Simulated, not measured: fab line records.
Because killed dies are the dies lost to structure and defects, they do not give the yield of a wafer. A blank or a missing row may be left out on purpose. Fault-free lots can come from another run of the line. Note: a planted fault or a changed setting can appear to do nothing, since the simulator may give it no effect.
Chamber matching | flow n5 finfet | N5_PASSIVATION_PECVD_00 on pecvd-03: 3 sister chambers
The step deposits SiO2 from SiH4/N2O, target thk 200 nm, time 11.2 s. 20 wafers are shown with their chamber, then 10 later ones without.

== WAFERS WITH THEIR CHAMBER ==
wafer  | chamber | showerhead plenum p Torr (Torr) | throttle valve pct (%) | heater power w (W)
L077.2 | 1       | 8.13                            | 50.5                   | 695
L077.5 | 1       | 8.09                            | 50.6                   | 568
L077.6 | 0       | 8.04                            | 51.1                   | 810
L078.1 | 0       | 8.05                            | 51.2                   | 878
L078.3 | 1       | 8.14                            | 50.7                   | 690
L078.5 | 0       | 8.04                            | 50.8                   | 692
L079.1 | 2       | 8.15                            | 51.3                   | 852
L079.2 | 1       | 8.14                            | 50.4                   | 575
L079.4 | 1       | 8.12                            | 50.7                   | 601
L088.2 | 1       | 8.12                            | 50.6                   | 692
L088.3 | 2       | 8.16                            | 51.6                   | 781
L088.5 | 0       | 8.06                            | 51.2                   | 721
L087.3 | 0       | 8.07                            | 51.4                   | 815
L087.4 | 1       | 8.13                            | 50.7                   | 715
L087.6 | 2       | 8.18                            | 51.3                   | 755
L089.1 | 1       | 8.11                            | 50.8                   | 688
L089.2 | 2       | 8.16                            | 51.4                   | 712
L089.4 | 1       | 8.12                            | 50.2                   | 559
L092.2 | 2       | 8.14                            | 51.6                   | 796
L092.4 | 1       | 8.12                            | 50.6                   | 565

SIGNATURES (means of the wafers above)
reading                  | chamber 0 | chamber 1 | chamber 2 | scatter within a chamber
showerhead plenum p Torr | 8.0520    | 8.1220    | 8.1580    | 0.0144
throttle valve pct       | 51.140    | 50.580    | 51.440    | 0.181
heater power w           | 783.20    | 634.80    | 779.20    | 65.3
Rule: for each reading, subtract the chamber's mean from the wafer's reading, divide by that reading's scatter and square the result; add these up over the readings and take the root, which gives the wafer's distance from the chamber. If the next closest chamber is less than 2 further off than the closest, the wafer can't be placed; otherwise it belongs to the closest. The scatter is the square root of a quotient: the sum, over the shown wafers, of each reading's squared deviation from its chamber's mean, divided by wafers minus chambers.

== WAFERS MISSING THEIR CHAMBER ==
wafer  | showerhead plenum p Torr (Torr) | throttle valve pct (%) | heater power w (W)
L092.6 | 8.02                            | 51.3                   | 814
L093.2 | 8.17                            | 51.8                   | 855
L093.5 | 8.04                            | 51.0                   | 794
L093.6 | 8.18                            | 51.7                   | 876
L096.2 | 8.03                            | 51.3                   | 826
L096.3 | 8.12                            | 50.8                   | 599
L096.4 | 8.18                            | 51.5                   | 843
L097.1 | 8.03                            | 51.2                   | 837
L097.2 | 8.12                            | 50.9                   | 720
L097.6 | 8.05                            | 51.3                   | 833

== THE CHAMBER EACH PASSED THROUGH ==
wafer  | from the rows above     | in truth
L092.6 | 0                       | 0
L093.2 | 2                       | 2
L093.5 | 0                       | 0
L093.6 | 2                       | 2
L096.2 | 0                       | 0
L096.3 | 1                       | 1
L096.4 | 2                       | 2
L097.1 | 0                       | 0
L097.2 | can't be placed: 1 or 2 | 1
L097.6 | 0                       | 0
Correctly placed: 9 of 10. Unplaceable from these rows: 1, with the true chamber sitting among the candidates in 1. Number placed wrongly: 0.
